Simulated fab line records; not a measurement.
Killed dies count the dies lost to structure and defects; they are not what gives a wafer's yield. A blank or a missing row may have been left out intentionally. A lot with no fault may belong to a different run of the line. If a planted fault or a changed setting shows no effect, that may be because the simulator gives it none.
Lot-split experiment :: flow n5-finfet :: on a route of 1938 steps: 7 lots, 21 wafers read

ON THE SPLIT
At N5_FIN_SAQP_SPACER1_ALD_24 (deposits SiO2, target thk 20.3 nm, pulse time 1 s, purge time 2 s), the setting ald-cycles was moved away from the recipe's 218 on 7 of the 21 wafers read, by -9.2% to +16.1%. All remaining wafers had this setting at the recipe value.

FROM THE SPLIT TO THE READING: what the file shows between them, 2 steps
- N5_FIN_SAQP_SPACER1_ETCHBACK_25: etches SiO2 in CHF3/O2, target depth 24.4 nm, time 12.2 s
- N5_FIN_SAQP_MANDREL1_REMOVE_56: chemistry HBr/Cl2/O2, target a-Si, stops on SiNx, bt time 10 s

THE READING
Shown in nm: cd-nm at N5_FIN_SAQP_CD_MEAS_27, with target cd 20 nm. Typical for fault-free wafers on this fab line: 20.29 nm, with standard deviation 0.26 nm.

wafer: L074.2
tool, chamber at the split: ald-sin-04, 2,1
ald-cycles as run: 198
against the recipe: -9.2%
cd-nm, nm: 18.43
against lot-mates on the recipe: -1.81

wafer: L074.3
tool, chamber at the split: ald-sin-04, 1
ald-cycles as run: 218
against the recipe: recipe
cd-nm, nm: 20.24
against lot-mates on the recipe: -

wafer: L074.5
tool, chamber at the split: ald-sin-04, 2,1
ald-cycles as run: 198
against the recipe: -9.2%
cd-nm, nm: 18.42
against lot-mates on the recipe: -1.82

wafer: L078.2
tool, chamber at the split: ald-sin-01, 2,1,2
ald-cycles as run: 218
against the recipe: recipe
cd-nm, nm: 19.96
against lot-mates on the recipe: -

wafer: L078.4
tool, chamber at the split: ald-sin-01, 2,1,2
ald-cycles as run: 218
against the recipe: recipe
cd-nm, nm: 20.00
against lot-mates on the recipe: -

wafer: L078.5
tool, chamber at the split: ald-sin-01, 2,1,2
ald-cycles as run: 218
against the recipe: recipe
cd-nm, nm: 20.17
against lot-mates on the recipe: -

wafer: L082.1
tool, chamber at the split: ald-sin-01, 2
ald-cycles as run: 218
against the recipe: recipe
cd-nm, nm: 20.57
against lot-mates on the recipe: -

wafer: L082.3
tool, chamber at the split: ald-sin-01, 1
ald-cycles as run: 218
against the recipe: recipe
cd-nm, nm: 20.21
against lot-mates on the recipe: -

wafer: L082.5
tool, chamber at the split: ald-sin-01, 2
ald-cycles as run: 218
against the recipe: recipe
cd-nm, nm: 20.33
against lot-mates on the recipe: -

wafer: L088.3
tool, chamber at the split: ald-sin-04, 1
ald-cycles as run: 248
against the recipe: +13.8%
cd-nm, nm: 22.79
against lot-mates on the recipe: no lot-mate on the recipe

wafer: L088.4
tool, chamber at the split: ald-sin-04, 3
ald-cycles as run: 248
against the recipe: +13.8%
cd-nm, nm: 23.02
against lot-mates on the recipe: no lot-mate on the recipe

wafer: L088.6
tool, chamber at the split: ald-sin-04, 3
ald-cycles as run: 248
against the recipe: +13.8%
cd-nm, nm: 22.88
against lot-mates on the recipe: no lot-mate on the recipe

wafer: L094.1
tool, chamber at the split: ald-sin-01, 2
ald-cycles as run: 218
against the recipe: recipe
cd-nm, nm: 20.46
against lot-mates on the recipe: -

wafer: L094.5
tool, chamber at the split: ald-sin-01, 0
ald-cycles as run: 218
against the recipe: recipe
cd-nm, nm: 20.45
against lot-mates on the recipe: -

wafer: L094.6
tool, chamber at the split: ald-sin-01, 1
ald-cycles as run: 253
against the recipe: +16.1%
cd-nm, nm: 23.46
against lot-mates on the recipe: +3.01

wafer: L095.1
tool, chamber at the split: ald-sin-01, 2
ald-cycles as run: 218
against the recipe: recipe
cd-nm, nm: 20.29
against lot-mates on the recipe: -

wafer: L095.2
tool, chamber at the split: ald-sin-01, 0,3
ald-cycles as run: 218
against the recipe: recipe
cd-nm, nm: 20.63
against lot-mates on the recipe: -

wafer: L095.4
tool, chamber at the split: ald-sin-01, 0,3
ald-cycles as run: 218
against the recipe: recipe
cd-nm, nm: 20.12
against lot-mates on the recipe: -

wafer: L096.4
tool, chamber at the split: ald-sin-03, 2
ald-cycles as run: 218
against the recipe: recipe
cd-nm, nm: 20.68
against lot-mates on the recipe: -

wafer: L096.5
tool, chamber at the split: ald-sin-03, 0
ald-cycles as run: 218
against the recipe: recipe
cd-nm, nm: 20.23
against lot-mates on the recipe: -

wafer: L096.6
tool, chamber at the split: ald-sin-03, 1
ald-cycles as run: 207
against the recipe: -5.0%
cd-nm, nm: 19.25
against lot-mates on the recipe: -1.20
Where a row lists several chambers, the file gives one row for several wafers and doesn't say which wafer went through which chamber.

THE FIT
A straight line over all 21 wafers: cd-nm changes by +0.194 nm for each +1% of ald-cycles; r = +0.99; the points scatter about the line by 0.19 nm.
The same after taking each lot's own level away (the mean of its wafers on the recipe; 18 wafers): +0.194 nm for each +1%; r = +0.99; scatter 0.16 nm.
According to that fit, moving ald-cycles by its largest amount changes the reading by 3.1 nm.
The span of the lots' own levels, 20.043 to 20.455 nm, comes to 1.6 times the standard deviation stated above.
Hence the lot-to-lot level has little effect on the slope; both slopes agree.
Check: with one of the wafers moved furthest among these (+16.1%) left out of the fit, the line predicts +3.25 nm for it against its lot-mates. Against them it came out at +3.01 nm.

THESE WAFERS: OTHER SPLITS
Before the reading, these wafers also passed through other splits. Each is held against what the fit with the lots' levels taken away leaves over:
other split on the same wafers: N5_PMOS_HMC_CHANNEL_EPI_ETCH_32 bias-w
wafers away from the commonest value: 4
r with cd-nm (lot level and that fit taken away): -0.05

THE WHOLE CHAIN: every reading that the file lists as answering this split, in the file's order
step: N5_FIN_SAQP_SPACER1_ALD_24
what it does: deposits SiO2, target thk 20.3 nm, pulse time 1 s, purge time 2 s
reading: SiO2_of_FIN_SAQP_SPACER1_ALD_24.thk-nm (the simulator's own value, which no gauge read)
change (the file's fit): +0.196 nm for each +1% of the setting
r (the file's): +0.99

step: N5_FIN_SAQP_MANDREL1_REMOVE_56
what it does: chemistry HBr/Cl2/O2, target a-Si, stops on SiNx, bt time 10 s
reading: FIN_SAQP.cd-nm (the simulator's own value, which no gauge read)
change (the file's fit): +0.192 nm for each +1% of the setting
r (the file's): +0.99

step: N5_FIN_SAQP_CD_MEAS_27
what it does: target cd 20 nm
reading: cd-nm
change (the file's fit): +0.193 nm for each +1% of the setting
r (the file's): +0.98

FILE'S OWN FIT
cd-nm changes by +0.193 nm for each +1% of ald-cycles, r = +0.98.
